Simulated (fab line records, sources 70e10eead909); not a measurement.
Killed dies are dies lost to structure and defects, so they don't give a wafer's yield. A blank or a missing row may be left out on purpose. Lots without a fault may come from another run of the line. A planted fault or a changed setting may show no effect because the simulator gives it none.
fab line records | flow nand_harc
record lots=7 wafers=19 last_day=32
route steps=1302 shown A_CONTACT@1089 END@1302
lots that met no fault: from a run of the same line without faults
start_h: hours from the record's first day to the start of the lot's first wafer shown | wait_h: hours since the lot's step before | " the same as in the row above | L1.1+2: a row that stands for several wafers | - no value, or no start given | * or withheld: withheld | < > ~ a bound
route shown NAME@n: a module of which the file shows steps, and the number in the route of the first | usual: mean/standard deviation of fault-free wafers | same: alike in all rows | chamber/n: place in a boat | sites: the reading at each site | _std_site: their standard deviation | _edge_site: outer sites' mean less inner sites' | radius_mm: how far each site lies from the wafer's centre | mask NAME#n: copy n | behind: the tool/chamber that last shaped the wafer | hold: why the lot was held/for how many hours/how that ended | device: the transistor (n, p or np) that didn't switch | end of line: the same wafers' tests at the end of the route | a step without rows: its recipe alone | killed: dies lost to structure and defects at the first sort, not the wafer's yield | map: a wafer's dies, x killed, . not, _ none there
set.NAME: the setting as run; set.NAME@STEP: as run at that earlier step | model.NAME: the simulator's own value behind a step, which no gauge read
lots at some steps of the route; a table a step, a row a wafer
services: from which hour (start_h, from the record's first day; less than 0 if before it) a tool's chamber was out of use, for how many hours, and why
## steps
# step NHARC_A_CONTACT_ETCH_137
# recipe source_w=withheld pressure_mtorr=20 bias_v=1200 time_s=311 target_depth_a=19120 ar_flow_sccm=withheld c4f8_flow_sccm=withheld o2_flow_sccm=withheld chemistry=C4F8/O2/Ar
# usual oes_air_line_au=1.004/0.017
# columns lot.wafer tool chamber start_h wait_h oes_air_line_au rf_hours_counter_h
L934.3 har_cap_etch-01 0 581.46 0.2 0.980 -
L934.5 " 0 " " 0.980 -
L934.6 " 1 " " 0.997 -
L942.2 har_cap_etch-01 1 661.77 0.2 0.992 25
L942.1 " 0 " " 0.993 25
L944.4 har_cap_etch-03 1 676.18 0.2 1.013 -
L944.5 " 0 " " 0.999 -
L945.2 har_cap_etch-01 1 697.27 0.2 1.009 32
L945.3 " 0 " " 0.976 -
L945.6 " 1 " " 0.994 -
L946.1 har_cap_etch-02 1 698.57 0.2 1.001 123
L946.5 " 0 " " 0.998 -
L946.6 " 1 " " 0.963 -
L948.2 har_cap_etch-01 0 703.86 0.2 1.014 34
L948.4 " 0 " " 1.000 -
L948.3 " 1 " " 0.999 -
L949.2 har_cap_etch-01 1 713.74 0.2 0.969 35
L949.3 " 1 " " 0.995 -
L949.5 " 1 " " 1.000 -
# step NHARC_A_CONTACT_ETCH_138
# recipe source_w=withheld pressure_mtorr=20 bias_v=1200 time_s=311 target_depth_a=19140 ar_flow_sccm=withheld c4f8_flow_sccm=withheld o2_flow_sccm=withheld chemistry=C4F8/O2/Ar
# step NHARC_A_CONTACT_ETCH_139
# recipe source_w=withheld pressure_mtorr=20 bias_v=400 time_s=195 target_depth_a=8400 ar_flow_sccm=withheld c4f8_flow_sccm=11.5 o2_flow_sccm=7.2 chemistry=C4F8/O2/Ar
# usual oes_air_line_au=1.003/0.021
# columns lot.wafer tool chamber start_h wait_h oes_air_line_au rf_hours_counter_h
L934.3 har_cap_etch-01 0 582.01 0.2 0.972 -
L934.5 " 0 " " 0.983 -
L934.6 " 1 " " 1.013 -
L942.2 har_cap_etch-01 1 662.32 0.2 1.035 25
L942.1 " 0 " " 0.986 25
L944.4 har_cap_etch-03 1 676.73 0.2 0.998 -
L944.5 " 0 " " 0.996 -
L945.2 har_cap_etch-01 1 697.81 0.2 1.002 33
L945.3 " 0 " " 1.001 -
L945.6 " 1 " " 1.008 -
L946.1 har_cap_etch-02 1 699.12 0.2 1.029 124
L946.5 " 0 " " 1.000 -
L946.6 " 1 " " 1.013 -
L948.2 har_cap_etch-01 0 704.39 0.2 1.011 34
L948.4 " 0 " " 1.022 -
L948.3 " 1 " " 1.009 -
L949.2 har_cap_etch-01 1 714.28 0.2 0.998 36
L949.3 " 1 " " 0.993 -
L949.5 " 1 " " 1.005 -
# step NHARC_A_CONTACT_ETCH_92
# recipe target_depth_a=400 over_etch_frac=0.5 time_s=85.7 ion_energy_ev=120 ch3f_flow_sccm=50 o2_flow_sccm=30 ar_flow_sccm=200 rf_w=500 bias_w=100 chemistry=CH3F/O2
# usual drypump_motor_current_A=5.9/0.42 oes_product_au=0.935/0.024 rf_vpp_V=244.5/1.6 showerhead_plenum_p_Torr=2.48/0.098 throttle_valve_pct=20.664/0.0087
# same over_etch_frac=0.5
# columns lot.wafer tool chamber start_h wait_h drypump_motor_current_A oes_product_au rf_hours_counter_h rf_vpp_V showerhead_plenum_p_Torr throttle_valve_pct
L934.3 rie_diel-04 1 582.51 0.4 4.8 0.925 12 241.3 2.35 20.658
L934.5 " 3 " " 5.4 0.920 - 244.6 2.39 20.656
L934.6 " 0 " " 5.4 0.920 - 247.9 2.66 20.663
L942.1 rie_diel-12 2 662.88 0.5 5.6 0.932 4 244.2 2.43 20.648
L942.2 " 1 " " 5.7 0.922 4 246.2 2.57 20.659
L944.4 rie_diel-07 2 677.24 0.5 6.2 0.927 7 247.6 2.63 20.667
L944.5 " 3 " " 5.9 0.925 - 241.2 2.31 20.673
L945.2 rie_diel-07 3 698.33 0.5 5.8 1.000 14 241.1 2.31 20.649
L945.3 " 1 " " 5.4 0.992 14 244.1 2.49 20.648
L945.6 " 3 " " 5.8 1.008 - 241.5 2.31 20.662
L946.1 rie_diel-12 0 699.64 0.5 6.1 0.925 14 244.9 2.45 20.662
L946.5 " 0 " " 6.1 0.931 - 243.9 2.45 20.665
L946.6 " 1 " " 5.7 0.919 - 246.3 2.56 20.661
L948.3 rie_diel-12 3 705.42 0.8 6.5 0.919 15 244.8 2.51 20.668
L948.4 " 0 " " 6.0 0.924 15 245.2 2.45 20.654
L948.2 " 1 " " 5.7 0.903 15 246.4 2.56 20.682
L949.3 rie_diel-12 1 714.86 0.4 5.7 0.991 16 245.3 2.56 20.660
L949.2 " 2 " " 5.6 1.001 15 245.0 2.43 20.672
L949.5 " 2 " " 5.6 0.987 - 243.7 2.43 20.670
# step NHARC_A_CONTACT_ETCH_98
# recipe target_depth_a=200 over_etch_frac=0.5 time_s=10 ion_energy_ev=250 c4f6_flow_sccm=25 o2_flow_sccm=20 ar_flow_sccm=500 rf_w=600 bias_w=500 chemistry=C4F6/O2
# step NHARC_A_CONTACT_CD_MEAS_15
# usual cd_nm=190.0/0.59
# columns lot.wafer tool chamber start_h wait_h cd_nm
L934.3 cd_sem-03 - 582.74 - 190.3
L934.5 " - " " 190.1
L934.6 " - " " 190.6
L942.1 cd_sem-01 - 663.09 - 189.7
L942.2 " - " " 189.7
L944.4 cd_sem-01 - 677.43 - 189.8
L944.5 " - " " 190.6
L945.2 cd_sem-02 - 698.54 - 190.7
L945.3 " - " " 190.8
L945.6 " - " " 190.2
L946.1 cd_sem-01 - 699.85 - 190.4
L946.5 " - " " 190.8
L946.6 " - " " 189.8
L948.2 cd_sem-01 - 705.62 - 189.3
L948.3 " - " " 189.8
L948.4 " - " " 189.8
L949.2 cd_sem-02 - 715.11 - 189.1
L949.3 " - " " 189.7
L949.5 " - " " 189.8
# step NHARC_A_CONTACT_STRIP_107
# recipe n2_flow_sccm=150 h2_flow_sccm=150 ar_flow_sccm=0 bias_w=0 chemistry=N2/H2
# step NHARC_A_CONTACT_STRIP_108
# recipe cf4_flow_sccm=100 chf3_flow_sccm=30 ar_flow_sccm=0 bias_w=0 chemistry=CF4/CHF3
# step NHARC_A_CONTACT_STRIP_109
# recipe o2_flow_sccm=400 cos_flow_sccm=20 ar_flow_sccm=0 bias_w=0 chemistry=O2/COS
# step NHARC_A_CONTACT_ETCH_110
# recipe target_depth_a=600 overetch_a=60 time_s=33 ion_energy_ev=100 cf4_flow_sccm=80 o2_flow_sccm=20 ar_flow_sccm=0 rf_w=300 bias_w=100 chemistry=CF4/O2
# step NHARC_A_CONTACT_STRIP_26
# recipe o2_flow_sccm=500 ar_flow_sccm=0 bias_w=0 chemistry=O2
# usual drypump_motor_current_A=5.9/0.43 oes_product_au=0.999/0.0066 rf_vpp_V=57.8/0.82 showerhead_plenum_p_Torr=3.55/0.13 throttle_valve_pct=17.036/0.0091
# columns lot.wafer tool chamber start_h wait_h drypump_motor_current_A oes_product_au rf_hours_counter_h rf_vpp_V showerhead_plenum_p_Torr throttle_valve_pct
L934.3 rie_diel-04 1 - - 4.9 0.989 13 57.2 3.37 17.031
L934.6 " 3 " " 5.4 0.990 - 56.6 3.44 17.021
L934.5 " 0 " " 5.4 0.999 - 59.5 3.80 17.050
L942.1 rie_diel-04 3 - - 5.5 1.001 42 57.5 3.42 17.027
L942.2 " 0 " " 5.4 1.008 43 58.3 3.78 17.038
L944.4 rie_diel-07 0 - - 6.4 1.004 5 58.1 3.81 17.037
L944.5 " 3 " " 5.8 1.010 - 59.2 3.33 17.024
L945.3 rie_diel-12 2 - - 5.6 1.010 13 55.8 3.49 17.025
L945.2 " 3 " " 6.6 0.999 13 59.0 3.60 17.021
L945.6 " 1 " " 5.7 0.991 - 58.2 3.67 17.034
L946.1 rie_diel-12 3 - - 6.6 1.002 14 58.0 3.60 17.031
L946.5 " 2 " " 5.6 0.993 - 56.8 3.49 17.037
L946.6 " 3 " " 6.6 0.994 - 57.9 3.60 17.010
L948.2 rie_diel-12 2 - - 5.6 1.001 14 57.1 3.49 17.061
L948.3 " 0 " " 6.0 1.005 15 58.9 3.51 17.032
L948.4 " 1 " " 5.7 0.998 15 58.1 3.67 17.034
L949.2 rie_diel-12 3 - - 6.5 0.991 16 58.5 3.60 17.048
L949.3 " 0 " " 6.1 0.998 17 56.3 3.51 17.038
L949.5 " 2 " " 5.6 0.998 - 56.5 3.49 17.043
# step NHARC_A_CONTACT_STRIP_27
# recipe time_s=600 temp_c=30 chemistry=post_etch_residue_remover
# step NHARC_A_CONTACT_ALD_18
# recipe target_thk_a=30 pulse_time_s=1 ald_cycles=150 temp_c=450 material=TiN
# usual ald_cycles=150/0 heater_power_w=1057/97 precursor_pulse_height_rel=0.998/0.017
# columns lot.wafer tool chamber start_h wait_h ald_cycles heater_power_w precursor_pulse_height_rel
L934.3 ald_metal-02 0 584.48 - 150 1170 1.010
L934.6 " 3 " " 150 1008 0.996
L934.5 " 0 " " 150 1175 1.001
L942.1 ald_metal-02 2 664.21 - 150 996 0.978
L942.2 " 0 " " 180 1100 0.980
L944.4 ald_metal-02 1 678.40 - 180 1047 0.988
L944.5 " 0 " " 150 1121 0.975
L945.2 ald_metal-02 2 699.51 - 180 989 1.000
L945.3 " 3 " " 150 1076 0.977
L945.6 " 0 " " 150 1136 0.996
L946.1 ald_metal-04 2 700.80 - 150 1137 1.021
L946.5 " 2 " " 150 1150 1.026
L946.6 " 3 " " 150 920 1.036
L948.4 ald_metal-04 2 706.56 - 150 1178 1.015
L948.3 " 3 " " 150 904 1.012
L948.2 " 0 " " 150 1234 0.973
L949.2 ald_metal-01 2 716.18 - 150 1095 0.989
L949.3 " 3 " " 150 974 0.991
L949.5 " 2 " " 150 1106 1.023
# step NHARC_A_CONTACT_CVD_19
# recipe target_thk_a=3000 temp_c=300 pressure_torr=40 wf6_flow_sccm=40 h2_flow_sccm=1600 ar_flow_sccm=1560 time_s=802 material=W
# usual heater_power_w=455/25 throttle_valve_pct=8.05/0.29
# columns lot.wafer tool chamber start_h wait_h heater_power_w throttle_valve_pct
L934.3 cvd_w-02 0 - - 439 7.92
L934.6 " 0 " " 431 7.80
L934.5 " 1 " " 483 8.13
L942.1 cvd_w-02 1 - - 484 8.28
L942.2 " 0 " " 409 7.67
L944.4 cvd_w-02 1 - - 490 8.29
L944.5 " 1 " " 476 8.31
L945.2 cvd_w-01 1 - - 459 7.71
L945.3 " 1 " " 454 7.68
L945.6 " 1 " " 463 7.66
L946.1 cvd_w-02 1 - - 483 8.20
L946.5 " 0 " " 422 7.55
L946.6 " 1 " " 492 8.47
L948.2 cvd_w-01 1 - - 461 7.93
L948.3 " 1 " " 457 7.85
L948.4 " 1 " " 460 7.66
L949.2 cvd_w-02 0 - - 409 7.61
L949.3 " 1 " " 476 7.83
L949.5 " 1 " " 480 8.40
# step NHARC_END_SORT_01
# recipe temp_c=25
# usual killed_at_array=56/19 killed_at_other=1.0/1.5 killed_at_periphery=3.4/2.4 killed_dies=60/19 killed_open=3.3/1.8 killed_short=2.4/1.7
# same gross_dies=677
# columns lot.wafer tool chamber start_h wait_h killed_at_array killed_at_other killed_at_periphery killed_dies killed_open killed_short
L934.3 prober-02 0 633.28 3.1 34 3 3 40 3 0
L934.5 prober-02 0 634.85 3.7 25 0 6 31 2 1
L934.6 prober-02 0 635.64 3.9 51 0 3 54 5 4
L942.1 prober-02 0 708.87 2.5 58 0 2 60 5 2
L942.2 prober-02 0 709.68 2.8 62 0 2 64 3 9
L946.1 prober-01 0 747.12 2.5 76 3 2 81 1 3
L946.5 prober-01 0 750.32 3.7 53 6 0 59 1 2
L946.6 prober-01 0 751.12 4.0 74 4 2 80 4 2
L948.2 prober-02 0 769.75 2.8 42 0 2 44 2 3
L948.3 prober-02 0 770.54 3.1 51 0 2 53 2 1
L948.4 prober-02 0 771.34 3.4 45 0 2 47 2 4
# killed by level:class
L934.3 A_SLIT:chamber_film_flake=17 A_CHANNEL_HOLE_D2:chamber_film_flake=6 A_CHANNEL_HOLE_D1:chamber_film_flake=4 A_STAIRCASE:chamber_film_flake=3 P_GATE:chamber_film_flake=2 THIN_TSV:chamber_film_flake=2 A_WL_FILL:geometric_particle:open=1 A_BLC:geometric_particle:open=1
L934.5 A_SLIT:chamber_film_flake=11 A_CHANNEL_HOLE_D2:chamber_film_flake=8 P_GATE:chamber_film_flake=3 A_CHANNEL_HOLE_D1:chamber_film_flake=2 A_ONON_D1:geometric_particle:open=1 A_CHANNEL_HOLE_D1:geometric_particle:short=1 A_M0:geometric_particle:open=1 P_ZERO_WELL:chamber_film_flake=1
L934.6 A_SLIT:chamber_film_flake=30 A_CHANNEL_HOLE_D2:chamber_film_flake=6 A_BONDPAD:chamber_film_flake=4 P_GATE:geometric_particle:open=1 P_M0:geometric_particle:short=1 A_ONON_D1:geometric_particle:short=1 A_DECK1_JOINT:geometric_particle:short=1 A_CHANNEL_HOLE_D2:geometric_particle:open=1
L942.1 A_SLIT:chamber_film_flake=27 A_CHANNEL_HOLE_D2:chamber_film_flake=17 A_CHANNEL_HOLE_D1:chamber_film_flake=5 A_CHANNEL_FILL_D2:geometric_particle:open=3 A_ONON_D2:geometric_particle:open=2 P_M0:geometric_particle:short=1 A_DECK1_JOINT:geometric_particle:short=1 P_GATE:chamber_film_flake=1
L942.2 A_SLIT:chamber_film_flake=23 A_CHANNEL_HOLE_D2:chamber_film_flake=21 A_CHANNEL_FILL_D2:geometric_particle:short=4 A_CHANNEL_HOLE_D1:geometric_particle:short=2 A_CHANNEL_HOLE_D1:chamber_film_flake=2 A_CHANNEL_FILL_D2:chamber_film_flake=2 A_STAIRCASE:chamber_film_flake=2 P_STI:geometric_particle:short=1
L946.1 A_CHANNEL_HOLE_D1:chamber_film_flake=32 A_SLIT:chamber_film_flake=19 A_CHANNEL_HOLE_D2:chamber_film_flake=11 A_CONTACT:chamber_film_flake=7 THIN_TSV:chamber_film_flake=3 A_CHANNEL_FILL_D2:geometric_particle:short=2 P_GATE:chamber_film_flake=2 A_ONON_D2:geometric_particle:short=1
L946.5 A_CHANNEL_HOLE_D1:chamber_film_flake=21 A_CHANNEL_HOLE_D2:chamber_film_flake=12 A_SLIT:chamber_film_flake=11 THIN_TSV:chamber_film_flake=6 A_CONTACT:chamber_film_flake=4 A_SOURCE_PLATE:geometric_particle:open=1 A_CHANNEL_FILL_D1:geometric_particle:short=1 A_SGD_CUT:geometric_particle:short=1
L946.6 A_CHANNEL_HOLE_D1:chamber_film_flake=30 A_SLIT:chamber_film_flake=22 A_CHANNEL_HOLE_D2:chamber_film_flake=9 THIN_TSV:chamber_film_flake=4 A_CONTACT:chamber_film_flake=3 A_CONTACT:geometric_particle:open=2 P_GATE:chamber_film_flake=2 A_STAIRCASE:chamber_film_flake=2
L948.2 A_SLIT:chamber_film_flake=24 A_CHANNEL_HOLE_D1:chamber_film_flake=5 A_STAIRCASE:chamber_film_flake=5 A_CONTACT:chamber_film_flake=3 A_DECK1_JOINT:geometric_particle:short=2 P_CONTACT:geometric_particle:short=1 P_M2:geometric_particle:open=1 A_BLC:geometric_particle:open=1
L948.3 A_SLIT:chamber_film_flake=23 A_CHANNEL_HOLE_D1:chamber_film_flake=12 A_STAIRCASE:chamber_film_flake=7 A_CONTACT:chamber_film_flake=6 P_CONTACT:geometric_particle:open=1 A_ONON_D1:geometric_particle:open=1 A_SGD_CUT:geometric_particle:short=1 P_M2:chamber_film_flake=1
L948.4 A_SLIT:chamber_film_flake=18 A_CHANNEL_HOLE_D1:chamber_film_flake=12 A_STAIRCASE:chamber_film_flake=7 A_CONTACT:chamber_film_flake=3 P_CONTACT:geometric_particle:short=1 P_M0:geometric_particle:open=1 A_SOURCE_PLATE:geometric_particle:short=1 A_CHANNEL_HOLE_D1:geometric_particle:short=1
## services
# columns tool chamber start_h hours kind
rie_diel-07 3 569.64 11.1 repair
rie_diel-12 0 577.15 - clean
rie_diel-12 1 577.15 - clean
rie_diel-12 2 577.15 - clean
rie_diel-12 3 577.15 - clean
rie_diel-12 0 580.54 3.8 repair
rie_diel-12 0 601.65 - clean
rie_diel-12 1 601.65 - clean
rie_diel-12 2 601.65 - clean
rie_diel-12 3 601.65 - clean
ald_metal-02 - 610.10 10.0 pm
rie_diel-12 - 622.56 9.0 pm
rie_diel-12 0 622.56 9.0 vent_cycle
cvd_w-02 - 631.10 13.0 pm
rie_diel-07 - 648.24 9.0 pm
ald_metal-04 - 652.12 10.0 pm
cvd_w-01 0 664.89 7.7 repair
cvd_w-01 0 678.50 75.9 repair
ald_metal-02 - 678.89 2.3 repair
ald_metal-01 - 684.33 1.0 repair
ald_metal-01 0 691.91 46.5 repair
har_cap_etch-03 - 703.36 0.9 repair
ald_metal-01 - 704.00 10.0 pm
ald_metal-02 1 715.92 6.0 repair
## key
first_sign step=NHARC_A_CONTACT_ALD_18 reading=ald_cycles direction=up sigmas=99+ usual=150 struck=180
effect none on later readings
met_at NHARC_A_CONTACT_ALD_18
struck_wafers L942.2,L944.4,L945.2
tester_left_out L942,L944,L945
onset_between 584.48 664.21
fault kind=process_parameter_drift tool=ald_metal-02 chamber=- onset_h=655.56 steps=NHARC_A_CONTACT_ALD_18 channel=ald_cycles offset=30 shape=step end_h=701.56 scope=struck_wafers_only acts_in=these_recipes_only stated=150
# tester_left_out: of these lots the tester's yield and bins aren't shown, on N5 and GAA mostly nor the transistor test; their killed dies are dies lost to structure and defects alone, not to doping, threshold or leakage, so they don't give the yield
